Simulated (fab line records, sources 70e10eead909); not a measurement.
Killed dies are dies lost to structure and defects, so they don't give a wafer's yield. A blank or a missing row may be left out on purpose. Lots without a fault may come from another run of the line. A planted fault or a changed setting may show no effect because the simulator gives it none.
Chamber matching | flow nand_harc | NHARC_A_DECK1_JOINT_ETCHBACK_00 on rie_si-05: 4 sister chambers
The step etches the open film in HBr, target depth 30 nm, time 17.4 s. 4 wafers are shown with their chamber, then 7 later ones without.

WAFERS WITH THEIR CHAMBER
wafer  | chamber | drypump_motor_current_A (A)
L835.6 | 2       | 6.1
L844.2 | 3       | 6.6
L846.1 | 0       | 6.0
L846.2 | 1       | 5.3

WAFERS WITHOUT THEIR CHAMBER
wafer  | drypump_motor_current_A (A)
L846.3 | 6.1
L851.2 | 6.0
L851.3 | 5.4
L851.5 | 6.0
L853.1 | 6.0
L853.4 | 6.7
L853.5 | 5.3

WHICH CHAMBER EACH WENT THROUGH
wafer  | from the rows above     | in truth
L846.3 | can't be placed: 2 or 0 | 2
L851.2 | can't be placed: 0 or 2 | 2
L851.3 | 1                       | 1
L851.5 | can't be placed: 0 or 2 | 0
L853.1 | can't be placed: 0 or 2 | 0
L853.4 | 3                       | 3
L853.5 | 1                       | 1
Placed correctly: 3 of 7. Can't be placed from these rows: 4 (the true chamber is among the candidates in 4). Placed wrongly: 0.
How it was worked out, from the rows above alone: a wafer's distance from a chamber is the root of the sum, over the readings, of the square of ((its reading less the chamber's mean) divided by the reading's scatter). The wafer belongs to the nearest chamber; if the next one is less than 2 further off, it can't be placed. A chamber's mean is the mean of its shown wafers. The scatter: with one shown wafer a chamber, the root of the mean of the squares of how far each hidden wafer lies from its nearest shown one.
